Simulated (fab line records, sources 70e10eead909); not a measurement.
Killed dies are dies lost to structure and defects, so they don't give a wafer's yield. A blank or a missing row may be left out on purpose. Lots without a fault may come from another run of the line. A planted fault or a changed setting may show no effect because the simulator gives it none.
A struck lot beside a sound one | flow nand_harc | 15 steps out of a route of 1302
Sound: wafers L217.2, L217.5, L217.6. Struck: wafers L226.4, L226.6. (L226.2 of the same lot was not struck and is left out.) The cause comes at the end.
At each step with rows: each side's tool, then ch and its chambers, then its first start. Under that, the readings that differ: sound wafers | struck wafers | difference of the means | sigmas: that difference in standard deviations of wafers without a fault.
alike: readings whose means differ by less than 2 such deviations, and words and numbers that are the same on both sides. not compared: withheld readings, readings that some wafer has no value for, bounds like >300 that may hide the same value, and numbers for which the record gives no deviation and whose values overlap.
The two part at a step that has a row with sigmas, a row that says differs or no value, or rows on one side only. Numbers that don't overlap but have no deviation are shown without sigmas and don't part them. A reading that every wafer of one side lacks parts them only if that side has two wafers or more.

NHARC_A_M1_INSPECT_11:
  sound on defect_inspect-02, day 24 02:35; struck on defect_inspect-01, day 27 06:54
  alike: raw_defect_count
NHARC_A_M1_DESCUM_14: chemistry O2, time 3 s.
  sound on rie_diel-13 ch 1,2, day 24 02:39; struck on rie_diel-13 ch 1, day 27 06:58
  reading                | sound                | struck        | difference | sigmas
  throttle_valve_pct (%) | 11.314 11.327 11.328 | 11.307 11.299 | -0.020     | -2
  alike: drypump_motor_current_A, o2_flow_sccm, oes_product_au, rf_vpp_V, showerhead_plenum_p_Torr
  not compared: rf_hours_counter_h
NHARC_A_M1_ETCH_35: etches the open film in N2/H2, target depth 40 nm, overetch 12 nm, time 43.94 s.
  sound on rie_diel-13 ch 0,1,2, day 24 02:45; struck on rie_diel-13 ch 2,3, day 27 07:03
  alike: drypump_motor_current_A, oes_product_au, rf_vpp_V, showerhead_plenum_p_Torr, throttle_valve_pct
  not compared: rf_hours_counter_h
NHARC_A_M1_ETCH_15: etches the open film in C4F8/Ar, target depth 182.5 nm, time 91.2 s.
  sound on rie_diel-13 ch 0,1,3; struck on rie_diel-13 ch 1,2
  alike: oes_product_au, rf_vpp_V
  not compared: rf_hours_counter_h
NHARC_A_M1_CD_MEAS_16:
  sound on cd_sem-03, day 24 02:57; struck on cd_sem-02, day 27 07:16
  alike: cd_nm
NHARC_A_M1_STRIP_18: strips in N2/H2.
  sound on rie_diel-07 ch 1,2,3, day 24 03:05; struck on rie_diel-09 ch 2,3, day 27 07:20
  alike: drypump_motor_current_A, oes_product_au, rf_vpp_V, showerhead_plenum_p_Torr, throttle_valve_pct
  not compared: rf_hours_counter_h
then, 4 steps without rows for these wafers: NHARC_A_M1_ETCH_28 (etches the open film in CF4/N2, target depth 30 nm, time 72.99 s); NHARC_A_M1_STRIP_19 (strips in post etch residue remover, time 600 s); NHARC_A_M1_DEGAS_29 (time 60 s); NHARC_A_M1_PRE_CLEAN_30 (time 30 s).
NHARC_A_M1_PVD_20: deposits TaN, target thk 5 nm, time 8.06 s.
  sound on pvd_sputter-01; struck on pvd_sputter-02
  alike: throttle_valve_pct
then, 1 step without rows for these wafers: NHARC_A_M1_PVD_21 (deposits Cu, target thk 30 nm, time 20.49 s).
NHARC_A_M1_ECD_22: material Cu, target thk 400 nm.
  sound on ecd_cu-02 ch 0,1, day 24 04:02; struck on ecd_cu-02 ch 0,1, day 27 08:28
  alike: bath_heat_duty_pct
then, 1 step without rows for these wafers: NHARC_A_M1_ANNEAL_31 (time 90 s).
NHARC_A_M1_CMP_23: polishes, t overpolish 20 s, target thk 154.34 nm.
  sound on cmp-04 ch 0,3, day 24 04:47; struck on cmp-04 ch 2, day 27 09:08
  reading                | sound          | struck    | difference | sigmas
  time_to_endpoint_s (s) | 32.2 28.1 32.3 | 15.0 13.0 | -16.9      | -7
  alike: edge_zone_pressure_frac, motor_current_A

WHERE THEY PART
First at NHARC_A_M1_DESCUM_14; last, within this record, at NHARC_A_M1_CMP_23.

WHY: what the simulator had put in
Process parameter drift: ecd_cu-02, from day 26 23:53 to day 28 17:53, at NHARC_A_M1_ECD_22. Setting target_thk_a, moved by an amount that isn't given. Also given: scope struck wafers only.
